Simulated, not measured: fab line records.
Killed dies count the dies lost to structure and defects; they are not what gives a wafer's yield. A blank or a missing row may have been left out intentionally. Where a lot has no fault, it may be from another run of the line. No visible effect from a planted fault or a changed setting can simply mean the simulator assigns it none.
Matching of chambers    flow n5 finfet    N5_BEOL_M0_SAQP_SPACER2_ETCHBACK_27 on rie diel-06: 4 sister chambers
The step etches SiO2 in CHF3/O2, target depth 22.5 nm, time 11.25 s. 14 wafers are shown with their chamber, then 7 later ones without.

== WAFERS WITH THEIR CHAMBER ==
wafer   chamber  showerhead plenum p Torr (Torr)  drypump motor current A (A)  throttle valve pct (%)
L074.2  1        2.32                             5.9                          19.03
L074.3  0        2.50                             5.5                          19.42
L074.6  2        2.33                             5.4                          19.10
L079.1  3        2.30                             6.4                          18.65
L079.3  1        2.32                             5.9                          19.05
L079.5  2        2.33                             5.5                          19.12
L081.2  0        2.50                             5.5                          19.44
L081.5  3        2.30                             6.4                          18.65
L081.6  0        2.50                             5.5                          19.45
L087.3  3        2.30                             6.4                          18.68
L087.5  3        2.30                             6.4                          18.67
L087.6  0        2.49                             5.5                          19.46
L088.2  3        2.30                             6.4                          18.68
L088.3  2        2.32                             5.4                          19.17

SIGNATURES (means of the wafers above)
reading                   chamber 0  chamber 1  chamber 2  chamber 3  scatter within a chamber
showerhead plenum p Torr  2.4975     2.3200     2.3267     2.3000     0.00376
drypump motor current A   5.500      5.900      5.433      6.400      0.0258
throttle valve pct        19.4425    19.0400    19.1300    18.6660    0.0214
Rule: a wafer's distance from a chamber is the root of the sum, over the readings, of the square of ((its reading less the chamber's mean) divided by the reading's scatter). If the next closest chamber is less than 2 further off than the closest, the wafer can't be placed; otherwise it belongs to the closest. The scatter: take each reading less its chamber's mean, square it, sum over the shown wafers, divide by the number of wafers less the number of chambers, and take the root.

== WAFERS MISSING THEIR CHAMBER ==
wafer   showerhead plenum p Torr (Torr)  drypump motor current A (A)  throttle valve pct (%)
L088.6  2.32                             5.4                          19.15
L089.1  2.32                             5.5                          19.16
L089.4  2.49                             5.5                          19.48
L089.6  2.32                             5.5                          19.15
L090.1  2.29                             6.4                          18.66
L090.3  2.49                             5.5                          19.47
L090.4  2.32                             5.4                          19.16

== THE CHAMBER EACH PASSED THROUGH ==
wafer   from the rows above  in truth
L088.6  2                    2
L089.1  2                    2
L089.4  0                    0
L089.6  2                    2
L090.1  3                    3
L090.3  0                    0
L090.4  2                    2
7 of 7 placed correctly. Not placeable from these rows: 0. Number placed wrongly: 0.
